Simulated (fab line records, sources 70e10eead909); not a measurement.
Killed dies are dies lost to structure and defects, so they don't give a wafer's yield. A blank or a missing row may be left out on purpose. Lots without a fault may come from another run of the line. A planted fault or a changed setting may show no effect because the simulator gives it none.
Which tool did it? | flow nand_harc | 15 lots, 43 wafers sampled, at 4 steps of a route of 1302

WHAT THE GAUGES READ, wafer by wafer
The record holds no reading of a measuring or inspecting step that can be judged against a usual standard deviation.

WHICH TOOL RAN EACH LOT (tool, then ch and the chambers of the sampled wafers, then the start)
lot  | NHARC_A_CONTACT_ETCH_90            | NHARC_A_CONTACT_ETCH_102           | NHARC_A_CONTACT_STRIP_55                      | NHARC_A_CONTACT_DEP_58
L469 | rie_diel-07 ch 1,2,3, day 21 21:49 | rie_diel-12 ch 0,1,3, day 21 22:19 | rie_diel-12 ch 1,2,3, day 22 04:04 or earlier | pecvd-03 ch 1,2, day 22 04:04
L471 | rie_diel-12 ch 0,1,3, day 22 08:38 | rie_diel-12 ch 0,2,3, day 22 09:10 | rie_diel-12 ch 0,1,2, day 22 13:05 or earlier | pecvd-03 ch 0,1,2, day 22 13:05
L472 | rie_diel-12 ch 0,1,2, day 22 17:09 | rie_diel-04 ch 1,2, day 22 18:05   | rie_diel-04 ch 1,2,3, day 22 22:10 or earlier | pecvd-02 ch 0,2, day 22 22:10
L474 | rie_diel-07 ch 0,3, day 23 04:08   | rie_diel-07 ch 1,2,3, day 23 04:39 | rie_diel-07 ch 0,1,3, day 23 08:34 or earlier | pecvd-01 ch 1,2, day 23 08:34
L473 | rie_diel-12 ch 0,1,3, day 23 15:05 | rie_diel-12 ch 2,3, day 23 15:37   | rie_diel-12 ch 0,1, day 23 19:34 or earlier   | pecvd-01 ch 0,1,2, day 23 19:34
L475 | rie_diel-12 ch 2,3, day 23 18:33   | rie_diel-04 ch 0,2, day 23 19:03   | rie_diel-04 ch 0,3, day 23 23:34 or earlier   | pecvd-01 ch 0,1, day 23 23:34
L476 | rie_diel-12 ch 1,2,3, day 23 18:47 | rie_diel-07 ch 0,2, day 23 19:17   | rie_diel-07 ch 1,2,3, day 24 00:37 or earlier | pecvd-02 ch 0,1, day 24 00:37
L478 | rie_diel-12 ch 2,3, day 25 21:37   | rie_diel-12 ch 2,3, day 25 23:05   | rie_diel-12 ch 0,1,3, day 26 04:14 or earlier | pecvd-01 ch 0,2, day 26 04:14
L479 | rie_diel-07 ch 0,1,2, day 26 01:30 | rie_diel-07 ch 0,2,3, day 26 02:01 | rie_diel-07 ch 0,2,3, day 26 06:37 or earlier | pecvd-02 ch 1,2, day 26 06:37
L477 | rie_diel-12 ch 0,2,3, day 26 02:14 | rie_diel-04 ch 0,1,3, day 26 02:52 | rie_diel-04 ch 0,1, day 26 07:19 or earlier   | pecvd-03 ch 0,1,2, day 26 07:19
L480 | rie_diel-12 ch 0,2,3, day 26 06:40 | rie_diel-12 ch 0,1,3, day 26 07:10 | rie_diel-12 ch 0,1,3, day 26 11:04 or earlier | pecvd-01 ch 1,2, day 26 11:04
L487 | rie_diel-04 ch 3, day 29 13:49     | rie_diel-12 ch 0,2, day 29 14:22   | rie_diel-12 ch 0,1, day 29 18:44 or earlier   | pecvd-03 ch 0,2, day 29 18:44
L491 | rie_diel-04 ch 2,3, day 30 05:44   | rie_diel-04 ch 1,3, day 30 06:20   | rie_diel-04 ch 0,1,2, day 30 10:20 or earlier | pecvd-01 ch 0,2, day 30 10:20
L489 | rie_diel-12 ch 0,1, day 30 06:15   | rie_diel-12 ch 1,2, day 30 06:46   | rie_diel-12 ch 1,3, day 30 10:43 or earlier   | pecvd-02 ch 0,1, day 30 10:43
L488 | rie_diel-07 ch 1,2,3, day 30 20:44 | rie_diel-12 ch 0,1,3, day 30 21:26 | rie_diel-12 ch 0,2,3, day 31 05:01 or earlier | pecvd-02 ch 0,1,2, day 31 05:01
- NHARC_A_CONTACT_ETCH_90: etches the open film in CH3F/O2, target depth 40 nm, time 85.7 s.
- NHARC_A_CONTACT_ETCH_102: etches the open film in CF4/O2, target depth 100 nm, overetch 10 nm, time 55 s.
- NHARC_A_CONTACT_STRIP_55: strips in O2.
- NHARC_A_CONTACT_DEP_58: deposits SiON, target thk 90 nm.

WHAT THE TOOLS THEMSELVES READ (means of the sampled wafers that have a number; where no wafer has one, the mark that the record gives instead)
NHARC_A_CONTACT_ETCH_90.
lot  | tool        | drypump_motor_current_A (A) | o2_flow_sccm (sccm) | oes_product_au (a.u.) | rf_vpp_V (V) | showerhead_plenum_p_Torr (Torr) | throttle_valve_pct (%)
L469 | rie_diel-07 | 5.9                         | 29.94               | 1.01                  | 245.0        | 2.48                            | 20.673
L471 | rie_diel-12 | 6.0                         | 29.98               | 1.00                  | 243.6        | 2.42                            | 20.655
L472 | rie_diel-12 | 5.7                         | 30.02               | 1.00                  | 244.4        | 2.46                            | 20.660
L474 | rie_diel-07 | 6.0                         | 30.00               | 0.99                  | 243.9        | 2.42                            | 20.660
L473 | rie_diel-12 | 6.0                         | 30.06               | 0.93                  | 243.7        | 2.41                            | 20.665
L475 | rie_diel-12 | 5.4                         | 30.04               | 0.93                  | 242.7        | 2.38                            | 20.669
L476 | rie_diel-12 | 5.8                         | 30.05               | 1.00                  | 243.1        | 2.40                            | 20.672
L478 | rie_diel-12 | 5.6                         | 30.07               | 0.92                  | 243.8        | 2.34                            | 20.656
L479 | rie_diel-07 | 6.2                         | 30.10               | 0.93                  | 244.0        | 2.43                            | 20.659
L477 | rie_diel-12 | 5.6                         | 30.07               | 0.92                  | 243.9        | 2.40                            | 20.656
L480 | rie_diel-12 | 5.6                         | 30.00               | 0.93                  | 243.0        | 2.40                            | 20.663
L487 | rie_diel-04 | 6.2                         | 30.05               | 0.93                  | 242.0        | 2.28                            | 20.669
L491 | rie_diel-04 | 5.9                         | 29.96               | 0.92                  | 242.2        | 2.29                            | 20.670
L489 | rie_diel-12 | 6.0                         | 29.86               | 1.00                  | 245.4        | 2.47                            | 20.665
L488 | rie_diel-07 | 5.9                         | 30.06               | 1.00                  | 244.4        | 2.45                            | 20.663

NHARC_A_CONTACT_ETCH_102.
lot  | tool        | drypump_motor_current_A (A) | o2_flow_sccm (sccm) | oes_o_777_au (a.u.) | oes_product_au (a.u.) | rf_vpp_V (V) | showerhead_plenum_p_Torr (Torr) | throttle_valve_pct (%)
L469 | rie_diel-12 | 6.0                         | 19.95               | 1.001               | 0.994                 | 198.0        | 1.31                            | 13.404
L471 | rie_diel-12 | 5.6                         | 19.98               | 0.997               | 0.992                 | 197.5        | 1.30                            | 13.395
L472 | rie_diel-04 | 5.6                         | 19.95               | 0.999               | 1.000                 | 197.3        | 1.31                            | 13.397
L474 | rie_diel-07 | 5.9                         | 19.97               | 0.996               | 1.005                 | 198.7        | 1.34                            | 13.385
L473 | rie_diel-12 | 5.6                         | 20.07               | 1.000               | 1.004                 | 196.5        | 1.27                            | 13.400
L475 | rie_diel-04 | 5.4                         | 20.01               | 1.002               | 1.001                 | 197.2        | 1.28                            | 13.399
L476 | rie_diel-07 | 6.5                         | 20.02               | 1.005               | 1.008                 | 198.1        | 1.33                            | 13.400
L478 | rie_diel-12 | 5.6                         | 19.92               | 0.997               | 0.995                 | 196.0        | 1.27                            | 13.387
L479 | rie_diel-07 | 6.1                         | 20.03               | 1.000               | 1.007                 | 197.2        | 1.32                            | 13.392
L477 | rie_diel-04 | 5.8                         | 20.00               | 0.995               | 0.998                 | 196.8        | 1.29                            | 13.400
L480 | rie_diel-12 | 6.0                         | 19.98               | 0.998               | 1.005                 | 197.0        | 1.31                            | 13.404
L487 | rie_diel-12 | 5.5                         | 19.96               | 1.005               | 0.961                 | 196.9        | 1.33                            | 13.397
L491 | rie_diel-04 | 6.0                         | 20.06               | 0.998               | 1.003                 | 196.6        | 1.26                            | 13.397
L489 | rie_diel-12 | 5.7                         | 19.95               | 1.002               | 0.970                 | 196.3        | 1.33                            | 13.393
L488 | rie_diel-12 | 5.9                         | 20.02               | 1.005               | 0.975                 | 197.5        | 1.31                            | 13.396

NHARC_A_CONTACT_STRIP_55.
lot  | tool        | drypump_motor_current_A (A) | o2_flow_sccm (sccm) | oes_product_au (a.u.) | rf_vpp_V (V) | showerhead_plenum_p_Torr (Torr) | throttle_valve_pct (%)
L469 | rie_diel-12 | 5.8                         | 498.8               | 0.999                 | 57.6         | 3.44                            | 17.032
L471 | rie_diel-12 | 5.8                         | 500.1               | 0.997                 | 58.1         | 3.54                            | 17.036
L472 | rie_diel-04 | 5.7                         | 499.9               | 0.996                 | 56.9         | 3.39                            | 17.043
L474 | rie_diel-07 | 5.8                         | 498.8               | 1.009                 | 58.7         | 3.50                            | 17.040
L473 | rie_diel-12 | 6.0                         | 500.6               | 1.004                 | 58.4         | 3.56                            | 17.031
L475 | rie_diel-04 | 5.7                         | 499.4               | 0.995                 | 57.9         | 3.38                            | 17.031
L476 | rie_diel-07 | 5.9                         | 500.9               | 1.006                 | 57.8         | 3.55                            | 17.036
L478 | rie_diel-12 | 5.9                         | 500.3               | 0.997                 | 57.4         | 3.47                            | 17.032
L479 | rie_diel-07 | 6.1                         | 500.5               | 1.010                 | 57.1         | 3.50                            | 17.034
L477 | rie_diel-04 | 5.6                         | 500.3               | 1.007                 | 57.4         | 3.44                            | 17.038
L480 | rie_diel-12 | 5.9                         | 500.1               | 1.002                 | 57.7         | 3.46                            | 17.037
L487 | rie_diel-12 | 6.0                         | 500.2               | 1.000                 | 57.5         | 3.54                            | 17.035
L491 | rie_diel-04 | 5.5                         | 500.0               | 1.003                 | 57.1         | 3.40                            | 17.033
L489 | rie_diel-12 | 6.0                         | 498.9               | 0.994                 | 57.4         | 3.40                            | 17.038
L488 | rie_diel-12 | 5.6                         | 500.2               | 1.002                 | 57.4         | 3.44                            | 17.035

NHARC_A_CONTACT_DEP_58.
lot  | tool     | heater_power_w (W)
L469 | pecvd-03 | 720
L471 | pecvd-03 | 776
L472 | pecvd-02 | 654
L474 | pecvd-01 | 804
L473 | pecvd-01 | 809
L475 | pecvd-01 | 806
L476 | pecvd-02 | 666
L478 | pecvd-01 | 869
L479 | pecvd-02 | 689
L477 | pecvd-03 | 782
L480 | pecvd-01 | 785
L487 | pecvd-03 | 787
L491 | pecvd-01 | 841
L489 | pecvd-02 | 652
L488 | pecvd-02 | 722

THE ANSWER, worked out from the rows above alone
Rule: what is usual is taken from the lots themselves. Put in order of their means at a reading, lots are off if they are a third of the lots or fewer, leave a main group of 4 or more, and stand apart from it by a gap of 3 or more times the standard deviation of the main group's means; of several such gaps the widest counts. A main group whose means are all the same, to the digits that the tables above print for the reading, isn't used. A lot without any number at a reading at which 4 lots or more have one is off too. The other lots that the step has rows for count as sound. The gauges are gone through in route order, then the tools' own readings, and for those a lot's mean is taken as printed above. The first step at which some lot is off is used, and at that step the reading that is off furthest; a lot without a number counts as furthest.
Off: L487, L489, L488, at NHARC_A_CONTACT_ETCH_102 (oes_product_au). The main group: mean 1.001 a.u., standard deviation 0.005.
A tool fits if, at that step or a process step before it, it ran every lot that is off, and no sound lot after the first of them. One fits: rie_diel-12 at NHARC_A_CONTACT_ETCH_102. Its last sound lot is L480 (day 26 07:10), its first lot that is off L487 (day 29 14:22): a fault that began between those two fits.
The tool's own readings at NHARC_A_CONTACT_ETCH_102 bear it out: on the lots that are off they differ by more than 5 times the standard deviation of the sound lots' means. oes_product_au reads 0.969 a.u. there against 1.001 a.u. on the sound lots.

WHAT THE SIMULATOR HAD PUT IN
Process parameter drift: rie_diel-12, from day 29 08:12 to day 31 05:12, at NHARC_A_CONTACT_ETCH_102. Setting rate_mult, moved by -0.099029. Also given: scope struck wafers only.
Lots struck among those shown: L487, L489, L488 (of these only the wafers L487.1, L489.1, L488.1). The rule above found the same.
